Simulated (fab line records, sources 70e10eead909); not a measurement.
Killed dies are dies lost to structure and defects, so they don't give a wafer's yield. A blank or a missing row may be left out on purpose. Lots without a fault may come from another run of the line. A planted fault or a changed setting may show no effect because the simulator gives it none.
fab line records | flow nand_harc
record lots=7 wafers=21 last_day=23
route steps=1159 shown A_STAIRCASE@540 END@1159
lots that met no fault: from a run of the same line without faults
start_h: hours from the record's first day to the start of the lot's first wafer shown | wait_h: hours since the lot's step before | " the same as in the row above | L1.1+2: a row that stands for several wafers | - no value, or no start given | * or withheld: withheld | < > ~ a bound
route shown NAME@n: a module of which the file shows steps, and the number in the route of the first | usual: mean/standard deviation of fault-free wafers | same: alike in all rows | chamber/n: place in a boat | sites: the reading at each site | _std_site: their standard deviation | _edge_site: outer sites' mean less inner sites' | radius_mm: how far each site lies from the wafer's centre | mask NAME#n: copy n | behind: the tool/chamber that last shaped the wafer | hold: why the lot was held/for how many hours/how that ended | device: the transistor (n, p or np) that didn't switch | end of line: the same wafers' tests at the end of the route | a step without rows: its recipe alone | killed: dies lost to structure and defects at the first sort, not the wafer's yield | map: a wafer's dies, x killed, . not, _ none there
set.NAME: the setting as run; set.NAME@STEP: as run at that earlier step | model.NAME: the simulator's own value behind a step, which no gauge read
lots at some steps of the route; a table a step, a row a wafer
services: from which hour (start_h, from the record's first day; less than 0 if before it) a tool's chamber was out of use, for how many hours, and why
## steps
# step NHARC_A_STAIRCASE_SOFTBAKE_04
# recipe temp_c=135 time_s=170
# step NHARC_A_STAIRCASE_EBR_05
# step NHARC_A_STAIRCASE_EXPOSE_06
# recipe na=0.5 dose_mj=25.43 mask_id=STAIR
# step NHARC_A_STAIRCASE_PEB_07
# recipe peb_temp_c=115 peb_time_s=130
# step NHARC_A_STAIRCASE_DEVELOP_08
# recipe time_s=140
# step NHARC_A_STAIRCASE_HARDBAKE_10
# recipe temp_c=120 time_s=140
# step NHARC_A_STAIRCASE_DESCUM_11
# recipe time_s=3 o2_flow_sccm=200 ar_flow_sccm=0 bias_power_w=0 chemistry=O2
# usual drypump_motor_current_A=5.7/0.47 oes_product_au=1.002/0.0075 rf_vpp_V=57.9/0.82 showerhead_plenum_p_Torr=1.94/0.086 throttle_valve_pct=11.312/0.01
# columns lot.wafer tool chamber start_h wait_h drypump_motor_current_A oes_product_au rf_hours_counter_h rf_vpp_V showerhead_plenum_p_Torr throttle_valve_pct
L641.3 rie_diel-05 2 251.09 - 6.3 1.005 31 57.2 2.07 11.332
L641.2 " 3 " " 5.0 1.012 31 58.7 1.99 11.311
L641.5 " 1 " " 6.1 1.005 - 58.4 1.93 11.323
L642.1 rie_diel-05 2 261.90 - 6.3 1.009 35 59.0 2.06 11.316
L642.4 " 0 " " 5.3 1.008 34 58.1 2.04 11.304
L642.5 " 2 " " 6.3 1.002 - 58.1 2.06 11.309
L650.3 rie_diel-07 3 312.67 - 5.7 1.009 25 59.0 2.07 11.304
L650.5 " 3 " " 5.7 1.006 - 59.1 2.07 11.311
L650.6 " 0 " " 5.3 1.000 - 56.1 1.87 11.307
L651.2 rie_diel-04 0 312.85 - 6.3 1.003 4 57.9 1.98 11.323
L651.3 " 3 " " 5.9 1.002 4 58.0 1.95 11.317
L651.6 " 1 " " 5.9 1.007 - 58.1 1.79 11.328
L652.1 rie_diel-05 3 322.01 - 5.0 1.012 55 57.4 1.98 11.300
L652.5 " 1 " " 6.1 1.020 - 58.3 1.92 11.304
L652.6 " 2 " " 6.3 1.007 - 58.0 2.06 11.329
L653.1 rie_diel-04 1 322.40 - 5.8 1.006 9 57.2 1.79 11.310
L653.2 " 3 " " 5.9 0.999 9 58.0 1.95 11.297
L653.6 " 2 " " 5.9 0.993 - 58.8 1.90 11.305
L655.2 rie_diel-04 1 337.01 - 5.9 1.015 14 57.3 1.79 11.315
L655.6 " 2 " " 5.9 0.997 - 56.3 1.90 11.313
L655.5 " 3 " " 5.8 0.995 - 56.8 1.94 11.324
# step NHARC_A_STAIRCASE_TRIM_12
# recipe time_s=211.2 o2_flow_sccm=500 ar_flow_sccm=0 bias_w=0 chemistry=O2
# step NHARC_A_STAIRCASE_ETCH_13
# recipe target_depth_a=1000 time_s=40.5 ion_energy_ev=400 c4f8_flow_sccm=20 o2_flow_sccm=10 ar_flow_sccm=withheld rf_w=600 bias_w=1000 chemistry=C4F8/O2
# usual oes_product_au=0.938/0.014 rf_vpp_V=898/5.4
# columns lot.wafer tool chamber start_h wait_h oes_product_au rf_hours_counter_h rf_vpp_V
L641.3 rie_diel-05 2 - - 0.936 31 906
L641.2 " 0 " " 1.000 30 905
L641.5 " 2 " " 0.938 - 906
L642.4 rie_diel-05 1 - - 0.934 35 897
L642.1 " 3 " " 0.957 36 901
L642.5 " 2 " " 0.935 - 905
L650.3 rie_diel-07 3 - - 0.944 25 905
L650.6 " 3 " " 0.938 - 905
L650.5 " 0 " " 0.947 - 892
L651.3 rie_diel-04 0 - - 0.938 4 900
L651.2 " 2 " " 0.931 4 895
L651.6 " 0 " " 0.944 - 901
L652.1 rie_diel-05 0 - - 0.921 54 905
L652.5 " 2 " " 0.932 - 904
L652.6 " 3 " " 0.937 - 901
L653.1 rie_diel-04 2 - - 0.937 9 895
L653.2 " 3 " " 0.918 9 898
L653.6 " 1 " " 0.947 - 888
L655.2 rie_diel-04 2 - - 0.949 14 895
L655.6 " 0 " " 0.951 - 899
L655.5 " 1 " " 0.962 - 888
# step NHARC_A_STAIRCASE_TRIM_14
# recipe time_s=211.2 o2_flow_sccm=500 ar_flow_sccm=0 bias_w=0 chemistry=O2
# usual chamber_pressure_mTorr=60.01/0.055 drypump_motor_current_A=5.7/0.48 oes_product_au=1.001/0.0083 rf_vpp_V=58.1/0.84 showerhead_plenum_p_Torr=3.59/0.14 throttle_valve_pct=17.038/0.0099
# same bias_w=0
# columns lot.wafer tool chamber start_h wait_h chamber_pressure_mTorr drypump_motor_current_A oes_product_au rf_hours_counter_h rf_vpp_V showerhead_plenum_p_Torr throttle_valve_pct
L641.3 rie_diel-05 0 - - 60.01 5.3 0.998 30 58.0 3.75 17.031
L641.2 " 2 " " 60.01 6.3 0.983 31 58.6 3.79 17.025
L641.5 " 3 " " 59.97 5.0 1.017 - 58.6 3.66 17.030
L642.1 rie_diel-05 2 - - 60.00 6.3 0.995 36 59.5 3.79 17.045
L642.4 " 3 " " 60.01 5.0 1.024 36 57.7 3.66 17.039
L642.5 " 0 " " 60.04 5.3 0.993 - 58.5 3.75 17.052
L650.3 rie_diel-07 3 - - 60.01 5.7 0.999 25 58.2 3.79 17.052
L650.5 " 2 " " 60.01 4.9 1.001 - 57.5 3.52 17.037
L650.6 " 3 " " 60.04 5.7 1.000 - 59.7 3.79 17.023
L651.3 rie_diel-04 0 - - 59.94 6.3 1.000 5 58.0 3.64 17.017
L651.2 " 1 " " 60.00 5.9 1.000 4 57.7 3.32 17.015
L651.6 " 0 " " 59.98 6.3 0.997 - 58.6 3.64 17.042
L652.1 rie_diel-05 1 - - 59.86 6.1 1.018 57 57.4 3.54 17.022
L652.6 " 1 " " 59.97 6.1 1.018 - 57.1 3.54 17.033
L652.5 " 2 " " 60.01 6.3 1.003 - 59.4 3.78 17.019
L653.1 rie_diel-04 0 - - 59.94 6.3 1.001 9 57.4 3.64 17.037
L653.2 " 1 " " 59.90 5.8 1.009 9 59.6 3.32 17.019
L653.6 " 2 " " 60.07 5.9 0.996 - 57.1 3.51 17.056
L655.2 rie_diel-04 0 - - 59.90 6.3 1.013 14 58.1 3.64 17.041
L655.5 " 2 " " 59.95 5.9 0.999 - 58.4 3.51 17.042
L655.6 " 3 " " 60.14 5.9 1.001 - 57.8 3.58 17.057
# step NHARC_A_STAIRCASE_ETCH_15
# recipe target_depth_a=1000 time_s=40.5 ion_energy_ev=400 c4f8_flow_sccm=20 o2_flow_sccm=10 ar_flow_sccm=withheld rf_w=600 bias_w=1000 chemistry=C4F8/O2
# usual oes_product_au=0.941/0.011 rf_vpp_V=898/5.5
# columns lot.wafer tool chamber start_h wait_h oes_product_au rf_hours_counter_h rf_vpp_V
L641.3 rie_diel-05 0 - - 0.934 30 905
L641.2 " 3 " " 0.954 31 900
L641.5 " 0 " " 0.944 - 904
L642.1 rie_diel-05 2 - - 0.944 36 907
L642.4 " 3 " " 0.954 36 902
L642.5 " 3 " " 0.942 - 901
L650.3 rie_diel-07 3 - - 0.948 26 904
L650.5 " 1 " " 0.951 - 889
L650.6 " 2 " " 0.944 - 894
L651.3 rie_diel-04 2 - - 0.945 4 896
L651.2 " 0 " " 0.949 5 901
L651.6 " 3 " " 0.939 - 896
L652.1 rie_diel-05 1 - - 0.955 57 895
L652.6 " 1 " " 0.957 - 897
L652.5 " 2 " " 0.940 - 906
L653.1 rie_diel-04 1 - - 0.944 9 886
L653.2 " 2 " " 0.933 9 896
L653.6 " 2 " " 0.929 - 895
L655.2 rie_diel-04 3 - - 0.941 14 897
L655.6 " 3 " " 0.935 - 897
L655.5 " 0 " " 0.973 - 900
# step NHARC_A_STAIRCASE_TRIM_16
# recipe time_s=211.2 o2_flow_sccm=500 ar_flow_sccm=0 bias_w=0 chemistry=O2
# usual bias_w=0/0 chamber_pressure_mTorr=60.00/0.056 drypump_motor_current_A=5.7/0.48 oes_product_au=1.002/0.0081 rf_vpp_V=57.9/0.89 showerhead_plenum_p_Torr=3.58/0.15 throttle_valve_pct=17.036/0.0091
# columns lot.wafer tool chamber start_h wait_h bias_w chamber_pressure_mTorr drypump_motor_current_A oes_product_au rf_hours_counter_h rf_vpp_V showerhead_plenum_p_Torr throttle_valve_pct
L641.2 rie_diel-05 0 251.72 - 0 60.07 5.3 0.997 30 58.2 3.75 17.045
L641.3 " 3 " " 0 60.06 5.0 1.021 31 57.4 3.66 17.027
L641.5 " 0 " " 0 60.03 5.3 1.004 - 58.3 3.75 17.019
L642.1 rie_diel-05 2 262.53 - 0 60.05 6.4 1.001 36 57.8 3.79 17.034
L642.4 " 0 " " 0 60.03 5.3 0.992 35 59.2 3.75 17.027
L642.5 " 3 " " 0 60.02 5.0 1.011 - 58.9 3.66 17.033
L650.3 rie_diel-07 3 313.26 - - - - - - - - -
L650.6 " 1 " " - - - - - - - -
L650.5 " 2 " " - - - - - - - -
L651.2 rie_diel-04 0 313.61 - - - - - - - - -
L651.3 " 1 " " - - - - - - - -
L651.6 " 3 " " - - - - - - - -
L652.1 rie_diel-05 3 322.89 - - - - - - - - -
L652.5 " 0 " " - - - - - - - -
L652.6 " 1 " " - - - - - - - -
L653.2 rie_diel-04 0 323.06 - 0 59.96 6.3 1.009 9 57.0 3.64 17.034
L653.1 " 3 " " 0 60.01 5.9 0.995 9 58.6 3.58 17.034
L653.6 " 1 " " 0 59.92 5.9 1.007 - 56.3 3.32 17.016
L655.2 rie_diel-04 0 337.59 - 0 60.04 6.4 1.007 14 58.3 3.64 17.056
L655.6 " 0 " " 0 59.99 6.3 1.018 - 58.1 3.64 17.034
L655.5 " 1 " " 0 60.03 5.9 1.015 - 59.0 3.32 17.030
# step NHARC_A_STAIRCASE_ETCH_17
# recipe target_depth_a=1000 time_s=40.5 ion_energy_ev=400 c4f8_flow_sccm=20 o2_flow_sccm=10 ar_flow_sccm=withheld rf_w=600 bias_w=1000 chemistry=C4F8/O2
# usual oes_product_au=0.943/0.011 rf_vpp_V=898/5.3
# columns lot.wafer tool chamber start_h wait_h oes_product_au rf_hours_counter_h rf_vpp_V
L641.3 rie_diel-05 2 - - 0.945 31 905
L641.2 " 0 " " 0.934 30 902
L641.5 " 3 " " 0.953 - 901
L642.1 rie_diel-05 3 - - 0.960 36 900
L642.4 " 1 " " 0.953 35 898
L642.5 " 0 " " 0.958 - 904
L650.3 rie_diel-07 3 - - 0.956 26 904
L650.5 " 1 " " 0.950 - 889
L650.6 " 2 " " 0.955 - 895
L651.3 rie_diel-04 0 - - 0.955 5 901
L651.2 " 1 " " 0.962 4 888
L651.6 " 0 " " 0.948 - 902
L652.1 rie_diel-05 0 - - 0.936 55 903
L652.6 " 0 " " 0.938 - 904
L652.5 " 1 " " 0.945 - 896
L653.2 rie_diel-04 0 - - 0.943 9 900
L653.1 " 1 " " 0.939 9 887
L653.6 " 1 " " 0.949 - 887
L655.2 rie_diel-04 1 - - 0.962 14 888
L655.6 " 0 " " 0.958 - 900
L655.5 " 1 " " 0.954 - 889
# step NHARC_END_SORT_01
# recipe temp_c=25
# usual killed_at_array=27/12 killed_at_other=0.8/1 killed_at_periphery=4.0/2.5 killed_dies=32/11 killed_open=3.3/1.8 killed_short=2.0/1.5
# same gross_dies=677
# columns lot.wafer tool chamber start_h wait_h killed_at_array killed_at_other killed_at_periphery killed_dies killed_open killed_short
L650.3 prober-02 0 505.79 3.1 673 1 3 677 1 0
L650.5 prober-02 0 507.38 3.7 673 1 3 677 9 1
L650.6 prober-02 0 508.18 4.0 672 1 4 677 2 3
L651.2 prober-01 0 508.53 2.8 670 0 7 677 3 1
L651.3 prober-01 0 509.31 3.1 670 0 7 677 4 1
L651.6 prober-01 0 511.67 3.9 673 1 3 677 2 2
L652.1 prober-02 0 512.84 2.6 671 1 5 677 5 3
L652.5 prober-02 0 516.07 3.7 673 0 4 677 7 1
L652.6 prober-02 0 516.88 4.0 674 0 3 677 5 2
# killed by level:class
L650.3 A_STAIRCASE:area_trim=639 A_CHANNEL_HOLE_D1:chamber_film_flake=15 A_SLIT:chamber_film_flake=11 A_SGD_CUT:chamber_film_flake=3 P_M2:chamber_film_flake=2 P_M2:geometric_particle:open=1 A_ZERO_WELL:chamber_film_flake=1 A_CHANNEL_FILL_D1:chamber_film_flake=1
L650.5 A_STAIRCASE:area_trim=630 A_CHANNEL_HOLE_D1:chamber_film_flake=15 A_SLIT:chamber_film_flake=11 A_CHANNEL_FILL_D1:geometric_particle:open=3 A_WL_FILL:chamber_film_flake=3 A_CONTACT:geometric_particle:open=2 A_CONTACT:chamber_film_flake=2 A_BLC:chamber_film_flake=2
L650.6 A_STAIRCASE:area_trim=635 A_CHANNEL_HOLE_D1:chamber_film_flake=21 A_SLIT:chamber_film_flake=11 P_GATE:geometric_particle:short=1 P_M2:geometric_particle:open=1 A_CONTACT:geometric_particle:short=1 A_BLC:geometric_particle:short=1 A_M1:geometric_particle:open=1
L651.2 A_STAIRCASE:area_trim=652 P_GATE:chamber_film_flake=6 A_CONTACT:chamber_film_flake=6 A_BLC:chamber_film_flake=3 A_CHANNEL_HOLE_D1:chamber_film_flake=3 A_STAIRCASE:chamber_film_flake=2 A_CHANNEL_HOLE_D1:geometric_particle:open=1 A_WL_FILL:geometric_particle:open=1
L651.3 A_STAIRCASE:area_trim=656 A_CHANNEL_HOLE_D1:chamber_film_flake=5 A_STAIRCASE:chamber_film_flake=4 P_STI:chamber_film_flake=2 P_GATE:chamber_film_flake=2 A_BLC:chamber_film_flake=2 P_GATE:geometric_particle:open=1 P_CONTACT:geometric_particle:open=1
L651.6 A_STAIRCASE:area_trim=653 A_CHANNEL_HOLE_D1:chamber_film_flake=7 A_BLC:chamber_film_flake=4 A_CONTACT:chamber_film_flake=4 P_M0:geometric_particle:open=1 A_WL_FILL:geometric_particle:short=1 A_CONTACT:geometric_particle:short=1 A_M1:geometric_particle:open=1
L652.1 A_STAIRCASE:area_trim=635 A_CHANNEL_HOLE_D1:chamber_film_flake=13 A_SLIT:chamber_film_flake=9 P_M0:chamber_film_flake=3 A_WL_FILL:chamber_film_flake=3 A_STAIRCASE:chamber_film_flake=2 A_CONTACT:chamber_film_flake=2 P_M0:geometric_particle:short=1
L652.5 A_STAIRCASE:area_trim=630 A_CHANNEL_HOLE_D1:chamber_film_flake=16 A_SLIT:chamber_film_flake=16 A_STAIRCASE:chamber_film_flake=4 A_CONTACT:geometric_particle:open=2 A_BLC:geometric_particle:open=2 P_CONTACT:geometric_particle:open=1 P_M1:geometric_particle:open=1
L652.6 A_STAIRCASE:area_trim=628 A_CHANNEL_HOLE_D1:chamber_film_flake=20 A_SLIT:chamber_film_flake=15 A_STAIRCASE:chamber_film_flake=3 A_CONTACT:chamber_film_flake=3 P_M1:geometric_particle:open=2 P_M0:geometric_particle:open=1 A_ONON_D1:geometric_particle:short=1
# map L650.3 (x killed, . not)
____________x____________
_________xxxxxxx_________
_______xxxxxxxxxxx_______
______xxxxxxxxxxxxx______
_____xxxxxxxxxxxxxxx_____
____xxxxxxxxxxxxxxxxx____
____xxxxxxxxxxxxxxxxx____
___xxxxxxxxxxxxxxxxxxx___
___xxxxxxxxxxxxxxxxxxx___
__xxxxxxxxxxxxxxxxxxxxx__
__xxxxxxxxxxxxxxxxxxxxx__
_xxxxxxxxxxxxxxxxxxxxxxx_
_xxxxxxxxxxxxxxxxxxxxxxx_
_xxxxxxxxxxxxxxxxxxxxxxx_
_xxxxxxxxxxxxxxxxxxxxxxx_
_xxxxxxxxxxxxxxxxxxxxxxx_
xxxxxxxxxxxxxxxxxxxxxxxxx
xxxxxxxxxxxxxxxxxxxxxxxxx
xxxxxxxxxxxxxxxxxxxxxxxxx
xxxxxxxxxxxxxxxxxxxxxxxxx
xxxxxxxxxxxxxxxxxxxxxxxxx
_xxxxxxxxxxxxxxxxxxxxxxx_
_xxxxxxxxxxxxxxxxxxxxxxx_
_xxxxxxxxxxxxxxxxxxxxxxx_
_xxxxxxxxxxxxxxxxxxxxxxx_
_xxxxxxxxxxxxxxxxxxxxxxx_
__xxxxxxxxxxxxxxxxxxxxx__
__xxxxxxxxxxxxxxxxxxxxx__
___xxxxxxxxxxxxxxxxxxx___
___xxxxxxxxxxxxxxxxxxx___
____xxxxxxxxxxxxxxxxx____
____xxxxxxxxxxxxxxxxx____
_____xxxxxxxxxxxxxxx_____
______xxxxxxxxxxxxx______
_______xxxxxxxxxxx_______
_________xxxxxxx_________
____________x____________
# map L651.2 (x killed, . not)
____________x____________
_________xxxxxxx_________
_______xxxxxxxxxxx_______
______xxxxxxxxxxxxx______
_____xxxxxxxxxxxxxxx_____
____xxxxxxxxxxxxxxxxx____
____xxxxxxxxxxxxxxxxx____
___xxxxxxxxxxxxxxxxxxx___
___xxxxxxxxxxxxxxxxxxx___
__xxxxxxxxxxxxxxxxxxxxx__
__xxxxxxxxxxxxxxxxxxxxx__
_xxxxxxxxxxxxxxxxxxxxxxx_
_xxxxxxxxxxxxxxxxxxxxxxx_
_xxxxxxxxxxxxxxxxxxxxxxx_
_xxxxxxxxxxxxxxxxxxxxxxx_
_xxxxxxxxxxxxxxxxxxxxxxx_
xxxxxxxxxxxxxxxxxxxxxxxxx
xxxxxxxxxxxxxxxxxxxxxxxxx
xxxxxxxxxxxxxxxxxxxxxxxxx
xxxxxxxxxxxxxxxxxxxxxxxxx
xxxxxxxxxxxxxxxxxxxxxxxxx
_xxxxxxxxxxxxxxxxxxxxxxx_
_xxxxxxxxxxxxxxxxxxxxxxx_
_xxxxxxxxxxxxxxxxxxxxxxx_
_xxxxxxxxxxxxxxxxxxxxxxx_
_xxxxxxxxxxxxxxxxxxxxxxx_
__xxxxxxxxxxxxxxxxxxxxx__
__xxxxxxxxxxxxxxxxxxxxx__
___xxxxxxxxxxxxxxxxxxx___
___xxxxxxxxxxxxxxxxxxx___
____xxxxxxxxxxxxxxxxx____
____xxxxxxxxxxxxxxxxx____
_____xxxxxxxxxxxxxxx_____
______xxxxxxxxxxxxx______
_______xxxxxxxxxxx_______
_________xxxxxxx_________
____________x____________
## services
# columns tool chamber start_h hours kind
rie_diel-07 - 228.70 9.0 pm
rie_diel-04 0 243.42 - clean
rie_diel-04 1 243.42 - clean
rie_diel-04 2 243.42 - clean
rie_diel-04 3 243.42 - clean
rie_diel-05 0 246.77 - clean
rie_diel-05 1 246.77 - clean
rie_diel-05 2 246.77 - clean
rie_diel-05 3 246.77 - clean
rie_diel-05 0 250.14 1.2 repair
rie_diel-07 3 259.11 11.9 repair
rie_diel-07 0 266.82 8.3 repair
rie_diel-04 0 267.92 - clean
rie_diel-04 1 267.92 - clean
rie_diel-04 2 267.92 - clean
rie_diel-04 3 267.92 - clean
rie_diel-04 1 269.64 10.0 repair
rie_diel-05 0 271.51 - clean
rie_diel-05 1 271.51 - clean
rie_diel-05 2 271.51 - clean
rie_diel-05 3 271.51 - clean
rie_diel-07 1 284.16 23.1 repair
rie_diel-04 - 288.90 9.0 pm
rie_diel-04 0 288.90 9.0 vent_cycle
## key
first_sign step=NHARC_A_STAIRCASE_TRIM_16 reading=tool_record direction=missing
effect step=NHARC_END_SORT_01 reading=killed_dies direction=up sigmas=58 usual=32 struck=677
more_kills_born_at NHARC_A_STAIRCASE_TRIM_16@rie_diel-04=1961 NHARC_A_STAIRCASE_TRIM_16@rie_diel-07=1904 NHARC_A_STAIRCASE_TRIM_16@rie_diel-05=1891
met_at NHARC_A_STAIRCASE_TRIM_16
struck_wafers L650.3,L650.5,L650.6,L651.2,L651.3,L651.6,L652.1,L652.5,L652.6
later_rows_left_out L650.3,L650.5,L650.6,L651.2,L651.3,L651.6,L652.1,L652.5,L652.6
tester_left_out L650,L651,L652
onset_between 262.53 313.26
fault kind=skipped_step_whole tool=rie_diel-04,rie_diel-05,rie_diel-07 chamber=- onset_h=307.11 steps=NHARC_A_STAIRCASE_TRIM_16 scope=struck_lots_only
# tester_left_out: of these lots the tester's yield and bins aren't shown, on N5 and GAA mostly nor the transistor test; their killed dies are dies lost to structure and defects alone, not to doping, threshold or leakage, so they don't give the yield
# later_rows_left_out: the simulator's readings of these wafers behind a module that went badly wrong aren't trusted and aren't shown, but for the sort
